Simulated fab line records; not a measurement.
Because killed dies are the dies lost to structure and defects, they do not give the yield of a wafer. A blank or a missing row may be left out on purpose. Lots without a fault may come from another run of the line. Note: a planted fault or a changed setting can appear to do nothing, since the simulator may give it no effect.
Matching of chambers | flow n5-finfet | N5_BEOL_M11_DESCUM_16 on rie-diel-03: 4 sister chambers
The step chemistry O2, time 7.9 s. 8 wafers are shown with their chamber, then 8 later ones without.

== WAFERS PAIRED WITH THEIR CHAMBERS ==
wafer  | chamber | drypump-motor-current-A (A) | showerhead-plenum-p-Torr (Torr)
L077.1 | 1       | 5.2                         | 2.15
L083.6 | 3       | 5.1                         | 2.10
L084.1 | 2       | 4.8                         | 2.05
L084.4 | 3       | 5.1                         | 2.10
L088.1 | 1       | 5.2                         | 2.14
L088.2 | 2       | 4.8                         | 2.05
L088.3 | 0       | 5.4                         | 2.15
L086.1 | 0       | 5.3                         | 2.15

== WAFERS WITHOUT THEIR CHAMBER ==
wafer  | drypump-motor-current-A (A) | showerhead-plenum-p-Torr (Torr)
L086.3 | 5.1                         | 2.10
L086.4 | 5.2                         | 2.14
L093.1 | 5.4                         | 2.15
L093.4 | 4.8                         | 2.04
L093.6 | 5.1                         | 2.10
L094.1 | 5.3                         | 2.15
L094.2 | 4.8                         | 2.04
L094.3 | 5.1                         | 2.09

== CHAMBER TAKEN BY EACH ==
wafer  | from the rows above     | in truth
L086.3 | 3                       | 3
L086.4 | 1                       | 1
L093.1 | 0                       | 0
L093.4 | 2                       | 2
L093.6 | 3                       | 3
L094.1 | can't be placed: 0 or 1 | 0
L094.2 | 2                       | 2
L094.3 | 3                       | 3
7 of 8 placed correctly. Cannot be placed on the basis of these rows: 1; the candidates contain the true chamber in 1. Wrongly placed: 0.
How it was worked out, from the rows above alone: a wafer's distance from a chamber is the root of the sum, over the readings, of the square of ((its reading less the chamber's mean) divided by the reading's scatter). The wafer belongs to the nearest chamber; if the next one is less than 2 further off, it can't be placed. A chamber's mean is the mean of its shown wafers. The scatter: take each reading less its chamber's mean, square it, sum over the shown wafers, divide by the number of wafers less the number of chambers, and take the root.
